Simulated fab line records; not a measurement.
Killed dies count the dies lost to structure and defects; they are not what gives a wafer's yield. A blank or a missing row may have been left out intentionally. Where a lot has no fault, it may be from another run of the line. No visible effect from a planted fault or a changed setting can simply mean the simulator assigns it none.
2 desks, one fault    flow n5-finfet    only its own numbers are on each desk; what lay behind them is given at the end

FROM THE METROLOGY DESK
Lot by lot, what the gauges showed, no matter which tool ran the lot: averages of those sampled wafers that carry a number. The brackets show how far a lot's mean lies from the usual mean; more than 4 standard deviations puts the lot out of limits, marked OUT.
Columns: A = VIA_MOL_THK at N5_MOL_CONTACT_COAG_THK_MEAS_53, usual 43.7 nm
lot   first seen here  A
L682  day 5 08:47      43.5
L683  day 5 12:58      44.0
L684  day 5 19:49      44.2
L686  day 6 05:58      44.3
L688  day 6 14:54      43.8
L694  day 8 09:33      43.3
L695  day 8 15:28      43.9
L698  day 9 04:28      43.1
L700  day 9 20:06      43.4
L704  day 10 19:12     44.4
L705  day 11 00:27     43.7
This desk's verdict: no lot among the 11 shows anything out of limits.

THE TOOL OWNER'S DESK: plasma-asher-02
The tool's own readings at N5_MOL_CONTACT_COAG_STRIP_49 (strips in N2/H2, time 30 s): means of the sampled wafers that have a number, for each lot that ran on this tool. The brackets show how far a lot's mean lies from the usual mean; more than 4 standard deviations puts the lot out of limits, marked OUT.
Columns: A = drypump-motor-current-A at N5_MOL_CONTACT_COAG_STRIP_49, usual 5.4 A; B = h2-flow-sccm at N5_MOL_CONTACT_COAG_STRIP_49, usual 3250 sccm; C = heater-power-w at N5_MOL_CONTACT_COAG_STRIP_49, usual 313 W
lot   first seen here  A    B     C
L683  day 5 12:04      5.3  3241  328
L704  day 10 18:19     5.3  3249  325
This desk's verdict: no lot among the 2 shows anything out of limits.

BROUGHT TOGETHER
Metrology desk: nothing out of limits seen.
The desk of the tool owner found nothing out of limits.

WHAT WAS PUT IN BY THE SIMULATOR
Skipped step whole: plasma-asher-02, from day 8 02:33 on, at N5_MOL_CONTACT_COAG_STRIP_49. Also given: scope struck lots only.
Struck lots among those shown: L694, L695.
